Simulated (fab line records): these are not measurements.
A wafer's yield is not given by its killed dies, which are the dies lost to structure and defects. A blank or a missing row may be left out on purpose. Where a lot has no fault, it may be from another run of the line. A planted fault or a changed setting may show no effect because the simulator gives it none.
fab line records -- flow n5-finfet -- part 1 of 2: steps 1 to 4 of 6
record: lots: 24, wafers: 72, last-day: 19
route steps=1938 shown MOL_CONTACT_COAG@604 BEOL_M0_SAQP@662 BEOL_M0@721
lots that met no fault: from a run of the same line without faults
start-h: hours from the record's opening day to when the first of the lot's shown wafers began -- wait-h: hours since the lot's step before -- " the same as in the row above -- L1.1+2: several wafers, shown together as one row -- - no value, or no start given -- * or withheld: withheld -- < > ~ a bound
route shown NAME@n: a module of which the file shows steps, and the number in the route of the first -- usual: the fault-free wafers' mean and standard deviation -- same: alike in all rows -- chamber/n: place in a boat -- sites: each site's reading -- _std_site: the standard deviation of these -- _edge_site: mean of outer sites minus mean of inner sites -- radius-mm: for every site, how far away it sits from the centre of the wafer -- mask NAME#n: copy n -- behind: the last tool/chamber to shape the wafer -- hold: reason for holding the lot/hours on hold/outcome of the hold -- device: the transistor (n, p or np) that didn't switch -- end of line: tests run on the same wafers once the route is complete -- for a step that has no rows: nothing shown but its recipe -- killed: at the first sort, the dies lost to defects and structure; wafer yield is something else -- map: the dies of a wafer, with x for killed, . for not killed, _ for no die there
set.NAME: the setting as run; set.NAME@STEP: as run at that earlier step -- model.NAME: the simulator's own value behind a step, which no gauge read
steps of the route over a sample of lots; a table a step, a row a wafer
services: the hour from which a tool's chamber was out of use, counted from the record's first day as start-h (under 0 if before that day), plus the number of hours and why
== steps ==
step: N5_MOL_CONTACT_COAG_INSPECT_42
recipe: mode: adi, inspect-instrument: brightfield
usual: raw-defect-count: 193/45
lot.wafer,tool,chamber,start-h,wait-h,raw-defect-count
L074.2,defect-inspect-02,-,103.76,0.0,208
L074.4,defect-inspect-02,-,103.76,0.0,192
L074.5,defect-inspect-02,-,103.76,0.0,326
L075.1,defect-inspect-02,-,110.69,0.1,160
L075.3,defect-inspect-02,-,110.69,0.1,193
L075.5,defect-inspect-02,-,110.69,0.1,166
L076.1,defect-inspect-02,-,119.43,0.1,260
L076.2,defect-inspect-02,-,119.43,0.1,175
L076.6,defect-inspect-02,-,119.43,0.1,218
L078.1,defect-inspect-01,-,123.68,0.1,115
L078.2,defect-inspect-01,-,123.68,0.1,121
L078.6,defect-inspect-01,-,123.68,0.1,160
L077.2,defect-inspect-02,-,126.13,0.0,237
L077.3,defect-inspect-02,-,126.13,0.0,166
L077.4,defect-inspect-02,-,126.13,0.0,240
L079.3,defect-inspect-01,-,132.13,0.0,236
L079.4,defect-inspect-01,-,132.13,0.0,163
L079.6,defect-inspect-01,-,132.13,0.0,222
L080.1,defect-inspect-02,-,136.54,0.8,271
L080.2,defect-inspect-02,-,136.54,0.8,177
L080.6,defect-inspect-02,-,136.54,0.8,175
L081.2,defect-inspect-02,-,144.88,0.0,237
L081.3,defect-inspect-02,-,144.88,0.0,252
L081.5,defect-inspect-02,-,144.88,0.0,296
L082.2,defect-inspect-02,-,151.95,0.0,214
L082.5,defect-inspect-02,-,151.95,0.0,169
L082.6,defect-inspect-02,-,151.95,0.0,218
L083.1,defect-inspect-02,-,159.23,0.1,139
L083.2,defect-inspect-02,-,159.23,0.1,134
L083.3,defect-inspect-02,-,159.23,0.1,233
L084.1,defect-inspect-02,-,172.17,0.1,144
L084.3,defect-inspect-02,-,172.17,0.1,203
L084.6,defect-inspect-02,-,172.17,0.1,159
L085.1,defect-inspect-02,-,177.40,0.1,173
L085.2,defect-inspect-02,-,177.40,0.1,292
L085.6,defect-inspect-02,-,177.40,0.1,187
L086.4,defect-inspect-02,-,180.05,0.0,239
L086.5,defect-inspect-02,-,180.05,0.0,165
L086.6,defect-inspect-02,-,180.05,0.0,238
L087.1,defect-inspect-02,-,185.29,0.1,190
L087.3,defect-inspect-02,-,185.29,0.1,96
L087.5,defect-inspect-02,-,185.29,0.1,116
L088.2,defect-inspect-01,-,193.39,0.0,202
L088.3,defect-inspect-01,-,193.39,0.0,212
L088.6,defect-inspect-01,-,193.39,0.0,141
L089.3,defect-inspect-02,-,199.58,0.0,205
L089.4,defect-inspect-02,-,199.58,0.0,128
L089.6,defect-inspect-02,-,199.58,0.0,222
L090.1,defect-inspect-02,-,199.86,0.1,115
L090.4,defect-inspect-02,-,199.86,0.1,138
L090.6,defect-inspect-02,-,199.86,0.1,238
L092.1,defect-inspect-01,-,205.55,0.1,163
L092.4,defect-inspect-01,-,205.55,0.1,199
L092.5,defect-inspect-01,-,205.55,0.1,181
L091.1,defect-inspect-02,-,209.59,0.1,245
L091.3,defect-inspect-02,-,209.59,0.1,222
L091.4,defect-inspect-02,-,209.59,0.1,196
L093.1,defect-inspect-01,-,219.88,0.1,197
L093.4,defect-inspect-01,-,219.88,0.1,185
L093.5,defect-inspect-01,-,219.88,0.1,241
L094.2,defect-inspect-02,-,223.56,0.0,148
L094.5,defect-inspect-02,-,223.56,0.0,141
L094.6,defect-inspect-02,-,223.56,0.0,156
L095.1,defect-inspect-02,-,226.82,0.1,170
L095.3,defect-inspect-02,-,226.82,0.1,231
L095.4,defect-inspect-02,-,226.82,0.1,180
L096.4,defect-inspect-01,-,233.73,0.0,191
L096.5,defect-inspect-01,-,233.73,0.0,225
L096.6,defect-inspect-01,-,233.73,0.0,189
L097.1,defect-inspect-02,-,241.58,0.1,232
L097.2,defect-inspect-02,-,241.58,0.1,294
L097.5,defect-inspect-02,-,241.58,0.1,188
step: N5_MOL_CONTACT_COAG_CMP_52
recipe: stop-on: SiO2, t-overpolish-s: 1.5, post-cmp-clean: w-dilute-nh4oh, down-force-psi: 4, platen-rpm: 50.289, pad-velocity-m-s: 1.0006, target-thk-nm: 66.5
usual: motor-current-A: 12.2/1.1, overpolish-run-s: 1.500/0.0087, time-to-endpoint-s: 12.0/2.3
lot.wafer,tool,chamber,start-h,wait-h,motor-current-A,overpolish-run-s,time-to-endpoint-s
L074.2,cmp-04,0,105.11,0.0,11.9,1.500,10.6
L074.4,cmp-04,1,105.11,0.0,12.0,1.508,12.4
L074.5,cmp-04,0,105.11,0.0,12.6,1.482,9.0
L075.3,cmp-04,0,112.38,0.1,11.9,1.501,11.4
L075.1,cmp-04,2,112.38,0.1,10.9,1.508,10.8
L075.5,cmp-04,3,112.38,0.1,13.2,1.515,7.6
L076.2,cmp-03,1,121.15,0.0,13.9,1.504,13.2
L076.1,cmp-03,3,121.15,0.0,11.1,1.507,8.9
L076.6,cmp-03,1,121.15,0.0,15.0,1.502,9.0
L078.2,cmp-04,1,125.43,0.1,11.7,1.501,13.1
L078.1,cmp-04,3,125.43,0.1,13.1,1.482,11.7
L078.6,cmp-04,1,125.43,0.1,12.1,1.512,12.8
L077.2,cmp-03,1,127.53,0.1,14.5,1.495,10.9
L077.4,cmp-03,2,127.53,0.1,12.6,1.499,13.9
L077.3,cmp-03,3,127.53,0.1,11.1,1.495,7.6
L079.4,cmp-04,1,133.59,0.1,11.6,1.504,13.1
L079.3,cmp-04,2,133.59,0.1,11.5,1.486,13.7
L079.6,cmp-04,0,133.59,0.1,12.0,1.524,14.8
L080.2,cmp-03,3,137.87,0.0,11.0,1.502,9.4
L080.1,cmp-03,2,137.87,0.0,12.3,1.508,10.2
L080.6,cmp-03,0,137.87,0.0,10.7,1.498,7.4
L081.2,cmp-01,3,146.70,0.1,12.2,1.501,13.9
L081.3,cmp-01,0,146.70,0.1,11.6,1.489,16.2
L081.5,cmp-01,3,146.70,0.1,11.7,1.513,13.3
L082.2,cmp-03,0,153.39,0.0,10.5,1.512,8.6
L082.6,cmp-03,0,153.39,0.0,10.4,1.501,13.4
L082.5,cmp-03,1,153.39,0.0,13.5,1.501,10.2
L083.2,cmp-01,0,160.73,0.0,11.9,1.496,11.7
L083.3,cmp-01,1,160.73,0.0,12.7,1.484,13.9
L083.1,cmp-01,3,160.73,0.0,12.4,1.506,10.8
L084.3,cmp-03,1,174.03,0.1,14.2,1.522,11.9
L084.1,cmp-03,3,174.03,0.1,10.5,1.516,9.8
L084.6,cmp-03,0,174.03,0.1,10.8,1.499,10.3
L085.1,cmp-04,0,178.74,0.0,12.3,1.510,14.9
L085.2,cmp-04,3,178.74,0.0,13.4,1.495,11.3
L085.6,cmp-04,0,178.74,0.0,11.8,1.487,17.4
L086.4,cmp-04,1,181.50,0.1,11.8,1.505,14.0
L086.6,cmp-04,2,181.50,0.1,11.8,1.506,11.5
L086.5,cmp-04,3,181.50,0.1,13.2,1.498,8.9
L087.1,cmp-03,1,186.85,0.0,14.4,1.511,9.7
L087.3,cmp-03,3,186.85,0.0,11.1,1.489,9.5
L087.5,cmp-03,2,186.85,0.0,13.1,1.501,11.0
L088.3,cmp-01,0,196.06,0.0,11.8,1.494,15.2
L088.2,cmp-01,2,196.06,0.0,12.4,1.495,12.1
L088.6,cmp-01,0,196.06,0.0,11.7,1.490,13.5
L089.3,cmp-03,2,200.92,0.0,12.8,1.487,12.7
L089.4,cmp-03,1,200.92,0.0,14.9,1.501,13.9
L089.6,cmp-03,3,200.92,0.0,10.9,1.489,9.5
L090.1,cmp-04,1,201.79,0.1,11.3,1.509,13.8
L090.4,cmp-04,2,201.79,0.1,11.7,1.499,10.9
L090.6,cmp-04,0,201.79,0.1,11.7,1.509,15.0
L092.4,cmp-04,1,206.94,0.1,11.3,1.499,11.5
L092.1,cmp-04,3,206.94,0.1,13.0,1.497,11.1
L092.5,cmp-04,0,206.94,0.1,11.1,1.520,12.0
L091.1,cmp-01,2,210.90,0.0,12.3,1.508,14.1
L091.4,cmp-01,0,210.90,0.0,11.4,1.495,16.4
L091.3,cmp-01,1,210.90,0.0,12.0,1.511,16.7
L093.4,cmp-03,0,221.38,0.1,11.3,1.490,11.1
L093.1,cmp-03,2,221.38,0.1,13.3,1.502,13.0
L093.5,cmp-03,3,221.38,0.1,10.9,1.491,8.8
L094.2,cmp-03,3,225.67,0.1,11.3,1.492,11.3
L094.6,cmp-03,1,225.67,0.1,14.2,1.492,12.8
L094.5,cmp-03,2,225.67,0.1,13.1,1.499,14.6
L095.4,cmp-01,2,228.12,0.0,12.3,1.494,12.5
L095.1,cmp-01,3,228.12,0.0,12.8,1.494,13.8
L095.3,cmp-01,0,228.12,0.0,11.3,1.504,14.0
L096.4,cmp-04,2,235.35,0.1,11.5,1.508,13.0
L096.5,cmp-04,3,235.35,0.1,12.8,1.512,7.7
L096.6,cmp-04,0,235.35,0.1,12.0,1.495,9.1
L097.2,cmp-04,0,243.10,0.1,11.7,1.498,12.7
L097.1,cmp-04,2,243.10,0.1,11.6,1.505,13.3
L097.5,cmp-04,0,243.10,0.1,11.8,1.504,15.5
step: N5_BEOL_M0_SAQP_RECESS_114
recipe: chemistry: HF/NH3, target: SiO2, target-depth-a: 144, afs-cycles: 3, temp-c: 30, sublimation-temp-c: 180, sublimation-time-s: 60
usual: drypump-motor-current-A: 6.1/0.41
lot.wafer,tool,chamber,start-h,wait-h,drypump-motor-current-A
L074.2,vapor-etch-01,0,137.71,0.0,6.5
L074.4,vapor-etch-01,1,137.71,0.0,5.6
L074.5,vapor-etch-01,1,137.71,0.0,5.6
L075.1,vapor-etch-01,0,138.43,0.0,6.5
L075.3,vapor-etch-01,0,138.43,0.0,6.5
L075.5,vapor-etch-01,0,138.43,0.0,6.5
L076.1,vapor-etch-01,0,138.79,0.1,6.5
L076.2,vapor-etch-01,1,138.79,0.1,5.6
L076.6,vapor-etch-01,1,138.79,0.1,5.6
L078.1,vapor-etch-02,0,138.90,0.2,6.2
L078.2,vapor-etch-02,1,138.90,0.2,6.4
L078.6,vapor-etch-02,1,138.90,0.2,6.4
L077.2,vapor-etch-01,1,139.15,0.4,5.6
L077.3,vapor-etch-01,0,139.15,0.4,6.5
L077.4,vapor-etch-01,1,139.15,0.4,5.6
L079.3,vapor-etch-01,0,140.70,0.3,6.5
L079.4,vapor-etch-01,1,140.70,0.3,5.6
L079.6,vapor-etch-01,0,140.70,0.3,6.5
L080.1,vapor-etch-01,1,145.73,0.0,5.6
L080.2,vapor-etch-01,0,145.73,0.0,6.5
L080.6,vapor-etch-01,0,145.73,0.0,6.5
L081.2,vapor-etch-02,0,152.91,0.0,6.2
L081.3,vapor-etch-02,0,152.91,0.0,6.2
L081.5,vapor-etch-02,0,152.91,0.0,6.2
L082.2,vapor-etch-01,0,161.62,0.0,6.5
L082.5,vapor-etch-01,0,161.62,0.0,6.5
L082.6,vapor-etch-01,1,161.62,0.0,5.6
L083.1,vapor-etch-02,1,166.54,0.0,6.4
L083.2,vapor-etch-02,0,166.54,0.0,6.2
L083.3,vapor-etch-02,0,166.54,0.0,6.2
L084.1,vapor-etch-01,1,180.55,0.3,5.6
L084.3,vapor-etch-01,1,180.55,0.3,5.6
L084.6,vapor-etch-01,1,180.55,0.3,5.6
L085.1,vapor-etch-01,1,185.46,0.0,5.6
L085.2,vapor-etch-01,0,185.46,0.0,6.5
L085.6,vapor-etch-01,0,185.46,0.0,6.5
L086.4,vapor-etch-02,0,189.21,0.1,6.2
L086.5,vapor-etch-02,0,189.21,0.1,6.3
L086.6,vapor-etch-02,1,189.21,0.1,6.4
L087.1,vapor-etch-02,0,192.45,0.0,6.2
L087.3,vapor-etch-02,0,192.45,0.0,6.2
L087.5,vapor-etch-02,1,192.45,0.0,6.4
L088.2,vapor-etch-02,0,201.99,0.0,6.2
L088.3,vapor-etch-02,1,201.99,0.0,6.4
L088.6,vapor-etch-02,1,201.99,0.0,6.4
L089.3,vapor-etch-02,1,207.08,0.1,6.4
L089.4,vapor-etch-02,0,207.08,0.1,6.2
L089.6,vapor-etch-02,0,207.08,0.1,6.2
L090.1,vapor-etch-01,1,209.55,0.0,5.6
L090.4,vapor-etch-01,1,209.55,0.0,5.6
L090.6,vapor-etch-01,1,209.55,0.0,5.6
L092.1,vapor-etch-02,1,212.88,0.0,6.4
L092.4,vapor-etch-02,0,212.88,0.0,6.2
L092.5,vapor-etch-02,1,212.88,0.0,6.4
L091.1,vapor-etch-01,0,216.31,0.0,6.5
L091.3,vapor-etch-01,1,216.31,0.0,5.6
L091.4,vapor-etch-01,0,216.31,0.0,6.5
L093.1,vapor-etch-01,1,227.38,0.0,5.6
L093.4,vapor-etch-01,0,227.38,0.0,6.5
L093.5,vapor-etch-01,0,227.38,0.0,6.5
L094.2,vapor-etch-01,0,233.10,0.0,6.5
L094.5,vapor-etch-01,1,233.10,0.0,5.6
L094.6,vapor-etch-01,0,233.10,0.0,6.5
L095.1,vapor-etch-01,1,235.93,0.0,5.6
L095.3,vapor-etch-01,1,235.93,0.0,5.6
L095.4,vapor-etch-01,0,235.93,0.0,6.5
L096.4,vapor-etch-01,1,240.54,0.1,5.6
L096.5,vapor-etch-01,1,240.54,0.1,5.6
L096.6,vapor-etch-01,0,240.54,0.1,6.5
L097.1,vapor-etch-01,0,248.41,0.0,6.5
L097.2,vapor-etch-01,1,248.41,0.0,5.6
L097.5,vapor-etch-01,0,248.41,0.0,6.5
step: N5_BEOL_M0_SAQP_MANDREL1_REMOVE_100
recipe: chemistry: HBr/Cl2/O2, bt-time-s: 10, target: a-Si, stop-on: SiNx, endpoint: OES-SiCl, over-etch-frac: 0.85, icp-w: 600, bias-w: 30, HBr_flow_sccm: 150, Cl2_flow_sccm: 80, O2_flow_sccm: 5, pressure-mtorr: 10
usual: O2_flow_sccm: 5.001/0.015, drypump-motor-current-A: 5.4/0.5, he-backside-leak-sccm: 2.8/0.32, oes-product-au: 0.995/0.021, throttle-valve-pct: 36.4/0.31
lot.wafer,tool,chamber,start-h,wait-h,O2_flow_sccm,drypump-motor-current-A,he-backside-leak-sccm,oes-product-au,rf-hours-counter-h,throttle-valve-pct
L074.2,rie-si-03,3,138.74,0.1,4.999,5.5,2.7,1.002,193,36.8
L074.4,rie-si-03,0,138.74,0.1,4.996,6.0,2.4,1.020,4,36.6
L074.5,rie-si-03,3,138.74,0.1,4.998,5.5,2.8,1.000,-,36.8
L075.1,rie-si-03,3,139.37,0.1,4.976,5.5,2.7,0.998,193,36.8
L075.3,rie-si-03,2,139.37,0.1,5.010,4.8,2.9,0.975,116,36.1
L075.5,rie-si-03,1,139.37,0.1,4.994,5.2,2.9,0.987,-,36.4
L076.1,rie-si-03,1,139.73,0.1,4.991,5.2,2.7,0.986,71,36.4
L076.2,rie-si-03,3,139.73,0.1,4.982,5.5,2.7,0.980,193,36.8
L076.6,rie-si-03,1,139.73,0.1,5.016,5.2,2.8,0.994,-,36.3
L078.1,rie-si-02,3,139.85,0.1,4.996,5.5,3.1,0.988,128,37.0
L078.2,rie-si-02,2,139.85,0.1,4.990,6.4,2.8,0.982,141,36.0
L078.6,rie-si-02,1,139.85,0.1,4.969,5.7,2.6,1.044,-,36.7
L077.2,rie-si-06,1,140.59,0.1,5.011,5.7,2.6,0.962,108,36.8
L077.3,rie-si-06,3,140.59,0.1,5.001,5.2,3.3,0.988,1,36.0
L077.4,rie-si-06,1,140.59,0.1,5.016,5.7,2.5,0.965,-,36.9
L079.3,rie-si-03,3,143.64,0.1,5.015,5.5,2.7,1.002,193,36.8
L079.4,rie-si-03,0,143.64,0.1,5.007,6.0,2.4,1.033,4,36.6
L079.6,rie-si-03,3,143.64,0.1,5.012,5.5,2.7,0.993,-,36.8
L080.1,rie-si-06,2,147.05,0.1,5.009,4.7,2.9,0.984,143,36.6
L080.2,rie-si-06,1,147.05,0.1,4.993,5.7,2.6,0.962,108,36.9
L080.6,rie-si-06,1,147.05,0.1,4.979,5.7,2.7,0.968,-,36.9
L081.2,rie-si-06,2,154.44,0.1,4.979,4.8,3.0,0.996,144,36.6
L081.3,rie-si-06,0,154.44,0.1,4.988,6.3,2.4,0.974,0,36.8
L081.5,rie-si-06,2,154.44,0.1,4.983,4.8,3.2,0.995,-,36.6
L082.2,rie-si-02,0,163.25,0.1,5.020,5.8,2.9,0.990,172,36.3
L082.5,rie-si-02,1,163.25,0.1,5.027,5.7,2.4,1.049,-,36.7
L082.6,rie-si-02,0,163.25,0.1,5.010,5.8,2.9,0.991,-,36.3
L083.1,rie-si-03,1,167.65,0.1,5.004,5.2,2.8,0.979,71,36.3
L083.2,rie-si-03,0,167.65,0.1,4.990,6.0,2.3,1.038,4,36.6
L083.3,rie-si-03,2,167.65,0.1,5.021,4.7,2.9,0.979,117,36.1
L084.1,rie-si-03,2,181.86,0.1,5.004,4.8,3.3,0.981,117,36.1
L084.3,rie-si-03,0,181.86,0.1,4.965,5.9,2.3,1.022,5,36.6
L084.6,rie-si-03,2,181.86,0.1,5.005,4.8,3.0,0.968,-,36.1
L085.1,rie-si-02,1,186.41,0.1,5.020,5.7,2.5,1.054,19,36.7
L085.2,rie-si-02,0,186.41,0.1,5.015,5.8,2.9,0.995,172,36.3
L085.6,rie-si-02,2,186.41,0.1,5.019,6.4,2.8,0.973,-,36.0
L086.4,rie-si-06,1,190.22,0.1,4.995,5.7,2.5,0.982,109,36.9
L086.5,rie-si-06,2,190.22,0.1,5.004,4.8,2.8,0.992,-,36.6
L086.6,rie-si-06,1,190.22,0.1,5.002,5.7,2.5,0.968,-,36.9
L087.1,rie-si-03,0,195.97,0.1,5.009,6.0,2.3,1.025,5,36.6
L087.3,rie-si-03,1,195.97,0.1,5.005,5.2,2.7,0.987,72,36.3
L087.5,rie-si-03,1,195.97,0.1,4.998,5.2,2.7,0.981,-,36.4
L088.2,rie-si-03,0,202.93,0.1,5.007,6.0,2.3,1.024,5,36.6
L088.3,rie-si-03,2,202.93,0.1,5.005,4.8,3.1,0.978,118,36.1
L088.6,rie-si-03,0,202.93,0.1,5.016,6.0,2.3,1.024,-,36.6
L089.3,rie-si-06,3,208.36,0.1,5.017,5.3,3.3,0.998,3,35.9
L089.4,rie-si-06,1,208.36,0.1,4.998,5.7,2.5,0.976,109,36.8
L089.6,rie-si-06,2,208.36,0.1,5.015,4.7,3.2,1.001,-,36.6
L090.1,rie-si-03,2,210.50,0.1,4.969,4.8,3.2,0.989,118,36.1
L090.4,rie-si-03,3,210.50,0.1,4.999,5.5,2.4,0.991,1,36.6
L090.6,rie-si-03,1,210.50,0.1,4.967,5.2,3.0,0.983,-,36.3
L092.1,rie-si-03,3,213.89,0.1,4.996,5.5,2.4,0.995,1,36.5
L092.4,rie-si-03,0,213.89,0.1,5.000,5.9,2.4,1.015,5,36.6
L092.5,rie-si-03,3,213.89,0.1,5.001,5.5,2.3,0.986,-,36.6
L091.1,rie-si-06,1,217.25,0.1,5.029,5.7,2.6,0.970,110,36.9
L091.3,rie-si-06,3,217.25,0.1,4.987,5.2,3.2,1.002,3,35.9
L091.4,rie-si-06,0,217.25,0.1,4.993,6.3,2.5,0.968,1,36.8
L093.1,rie-si-02,3,228.34,0.1,5.004,5.5,3.2,0.984,129,37.0
L093.4,rie-si-02,0,228.34,0.1,5.023,5.8,3.0,0.988,173,36.3
L093.5,rie-si-02,0,228.34,0.1,4.996,5.8,3.2,0.996,-,36.3
L094.2,rie-si-02,0,234.23,0.1,4.989,5.8,3.0,1.000,173,36.3
L094.5,rie-si-02,0,234.23,0.1,5.013,5.8,3.1,0.992,-,36.3
L094.6,rie-si-02,1,234.23,0.1,5.001,5.7,2.3,1.041,-,36.7
L095.1,rie-si-06,2,239.41,0.1,4.989,4.8,3.2,0.995,145,36.6
L095.3,rie-si-06,0,239.41,0.1,4.991,6.3,2.5,0.978,2,36.8
L095.4,rie-si-06,1,239.41,0.1,4.978,5.7,2.5,0.990,110,36.9
L096.4,rie-si-03,2,241.37,0.1,4.987,4.8,2.9,0.999,118,36.1
L096.5,rie-si-03,3,241.37,0.1,4.982,5.5,2.3,0.998,-,36.5
L096.6,rie-si-03,2,241.37,0.1,4.985,4.7,2.8,0.983,-,36.1
L097.1,rie-si-06,3,249.42,0.1,5.005,5.3,3.2,0.994,4,35.9
L097.2,rie-si-06,2,249.42,0.1,4.984,4.8,3.1,0.980,145,36.6
L097.5,rie-si-06,3,249.42,0.1,5.014,5.2,3.2,0.995,-,35.9
